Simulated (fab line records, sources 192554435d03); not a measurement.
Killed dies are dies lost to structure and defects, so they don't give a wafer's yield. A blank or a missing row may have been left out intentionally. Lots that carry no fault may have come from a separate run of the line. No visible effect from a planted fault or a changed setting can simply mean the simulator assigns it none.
Split-lot experiment :: flow n5-finfet :: route with 1938 steps; 7 lots, 21 wafers read

## THE SPLIT ITSELF
At N5_BEOL_M4_DESCUM_16 (chemistry O2, time 7 s), the setting time-s was moved away from the recipe's 7 s on 7 of the 21 wafers read, by +8.1% to +22.1%. For the rest of the wafers, this setting stayed at what the recipe calls for.

The file shows no step between the split and the reading.

## THE READING
CAR-EUV_of_BEOL_M4_COAT_05.thk-nm (the simulator's own value, which no gauge read), in nm, at N5_BEOL_M4_ETCH_74 (etches underlayer in N2/H2, target depth 6.5 nm, time 5.2 s). No usual value for it is given in the file. The 14 wafers here that ran the recipe average 20.3 nm, standard deviation 0.099 nm.

wafer: L076.1
tool, chamber at the split: rie-diel-05, 3,1,1
time-s as run, s: 7
against the recipe: recipe
CAR-EUV_of_BEOL_M4_COAT_05.thk-nm, nm: 20.2
against lot-mates on the recipe: -

wafer: L076.2
tool, chamber at the split: rie-diel-05, 3,1,1
time-s as run, s: 7
against the recipe: recipe
CAR-EUV_of_BEOL_M4_COAT_05.thk-nm, nm: 20.4
against lot-mates on the recipe: -

wafer: L076.6
tool, chamber at the split: rie-diel-05, 3,1,1
time-s as run, s: 7
against the recipe: recipe
CAR-EUV_of_BEOL_M4_COAT_05.thk-nm, nm: 20.4
against lot-mates on the recipe: -

wafer: L078.1
tool, chamber at the split: rie-diel-02, 1,2
time-s as run, s: 7
against the recipe: recipe
CAR-EUV_of_BEOL_M4_COAT_05.thk-nm, nm: 20.2
against lot-mates on the recipe: -

wafer: L078.4
tool, chamber at the split: rie-diel-02, 1,2
time-s as run, s: 7
against the recipe: recipe
CAR-EUV_of_BEOL_M4_COAT_05.thk-nm, nm: 20.2
against lot-mates on the recipe: -

wafer: L078.5
tool, chamber at the split: rie-diel-02, 2
time-s as run, s: 8.549
against the recipe: +22.1%
CAR-EUV_of_BEOL_M4_COAT_05.thk-nm, nm: 19.6
against lot-mates on the recipe: -0.6

wafer: L081.3
tool, chamber at the split: rie-diel-01, 3,1,0
time-s as run, s: 7
against the recipe: recipe
CAR-EUV_of_BEOL_M4_COAT_05.thk-nm, nm: 20.4
against lot-mates on the recipe: -

wafer: L081.4
tool, chamber at the split: rie-diel-01, 3,1,0
time-s as run, s: 7
against the recipe: recipe
CAR-EUV_of_BEOL_M4_COAT_05.thk-nm, nm: 20.4
against lot-mates on the recipe: -

wafer: L081.6
tool, chamber at the split: rie-diel-01, 3,1,0
time-s as run, s: 7
against the recipe: recipe
CAR-EUV_of_BEOL_M4_COAT_05.thk-nm, nm: 20.4
against lot-mates on the recipe: -

wafer: L084.1
tool, chamber at the split: rie-diel-01, 1
time-s as run, s: 7.569
against the recipe: +8.1%
CAR-EUV_of_BEOL_M4_COAT_05.thk-nm, nm: 19.8
against lot-mates on the recipe: -0.4

wafer: L084.4
tool, chamber at the split: rie-diel-01, 2
time-s as run, s: 7
against the recipe: recipe
CAR-EUV_of_BEOL_M4_COAT_05.thk-nm, nm: 20.2
against lot-mates on the recipe: -

wafer: L084.6
tool, chamber at the split: rie-diel-01, 0
time-s as run, s: 7.569
against the recipe: +8.1%
CAR-EUV_of_BEOL_M4_COAT_05.thk-nm, nm: 20
against lot-mates on the recipe: -0.2

wafer: L085.2
tool, chamber at the split: rie-diel-05, 3,0
time-s as run, s: 8.271
against the recipe: +18.2%
CAR-EUV_of_BEOL_M4_COAT_05.thk-nm, nm: 19.8
against lot-mates on the recipe: -0.4

wafer: L085.6
tool, chamber at the split: rie-diel-05, 3,0
time-s as run, s: 8.271
against the recipe: +18.2%
CAR-EUV_of_BEOL_M4_COAT_05.thk-nm, nm: 19.8
against lot-mates on the recipe: -0.4

wafer: L085.5
tool, chamber at the split: rie-diel-05, 3
time-s as run, s: 7
against the recipe: recipe
CAR-EUV_of_BEOL_M4_COAT_05.thk-nm, nm: 20.2
against lot-mates on the recipe: -

wafer: L088.1
tool, chamber at the split: rie-diel-01, 2,3,0
time-s as run, s: 7
against the recipe: recipe
CAR-EUV_of_BEOL_M4_COAT_05.thk-nm, nm: 20.2
against lot-mates on the recipe: -

wafer: L088.5
tool, chamber at the split: rie-diel-01, 2,3,0
time-s as run, s: 7
against the recipe: recipe
CAR-EUV_of_BEOL_M4_COAT_05.thk-nm, nm: 20.2
against lot-mates on the recipe: -

wafer: L088.6
tool, chamber at the split: rie-diel-01, 2,3,0
time-s as run, s: 7
against the recipe: recipe
CAR-EUV_of_BEOL_M4_COAT_05.thk-nm, nm: 20.2
against lot-mates on the recipe: -

wafer: L090.1
tool, chamber at the split: rie-diel-05, 1,0
time-s as run, s: 7.907
against the recipe: +13.0%
CAR-EUV_of_BEOL_M4_COAT_05.thk-nm, nm: 20
against lot-mates on the recipe: -0.4

wafer: L090.5
tool, chamber at the split: rie-diel-05, 1,0
time-s as run, s: 7.907
against the recipe: +13.0%
CAR-EUV_of_BEOL_M4_COAT_05.thk-nm, nm: 20
against lot-mates on the recipe: -0.4

wafer: L090.2
tool, chamber at the split: rie-diel-05, 2
time-s as run, s: 7
against the recipe: recipe
CAR-EUV_of_BEOL_M4_COAT_05.thk-nm, nm: 20.4
against lot-mates on the recipe: -
Rows listing several chambers each stand for several wafers; the file does not say which wafer went through which chamber.

FIT RESULTS
A straight line over all 21 wafers: CAR-EUV_of_BEOL_M4_COAT_05.thk-nm changes by -0.0283 nm for each +1% of time-s; r = -0.90; the points scatter about the line by 0.11 nm.
The same after taking each lot's own level away (the mean of its wafers on the recipe; 21 wafers): -0.0261 nm for each +1%; r = -0.95; scatter 0.065 nm.
That fit puts the effect of the largest move of time-s on the reading at 0.58 nm.
From 20.20 to 20.40 nm: that is the span of the lots' own levels, equal to 2.0 times the standard deviation above.
So the lot-to-lot level changes the slope little: the two slopes agree.
Check: with one of the wafers moved furthest among these (+22.1%) left out of the fit, the line predicts -0.58 nm for it against its lot-mates. It came out at -0.6 nm against them.

## OTHER SPLITS APPLIED TO THESE WAFERS
Before the reading, these wafers also passed through other splits. Each is held against what the fit with the lots' levels taken away leaves over:
other split on the same wafers: N5_BEOL_M3_COAT_05 spin-rpm
wafers away from the commonest value: 5
r with CAR-EUV_of_BEOL_M4_COAT_05.thk-nm (lot level and that fit taken away): +0.05

other split on the same wafers: N5_BEOL_M4_COAT_62 spin-rpm
wafers away from the commonest value: 9
r with CAR-EUV_of_BEOL_M4_COAT_05.thk-nm (lot level and that fit taken away): -0.10

## THE WHOLE CHAIN: every reading that the file lists as answering this split, in the file's order
step: N5_BEOL_M4_DESCUM_16
what it does: chemistry O2, time 7 s
reading: CAR-EUV_of_BEOL_M4_COAT_05.thk-nm (the simulator's own value, which no gauge read)
change (the file's fit): -0.0326 nm for each +1% of the setting
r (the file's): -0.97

step: N5_BEOL_M4_ETCH_74
what it does: etches underlayer in N2/H2, target depth 6.5 nm, time 5.2 s
reading: CAR-EUV_of_BEOL_M4_COAT_05.thk-nm (the simulator's own value, which no gauge read)
change (the file's fit): -0.0267 nm for each +1% of the setting
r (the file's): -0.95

## THE FILE'S OWN FIT
CAR-EUV_of_BEOL_M4_COAT_05.thk-nm changes by -0.0267 nm for each +1% of time-s, r = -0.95.
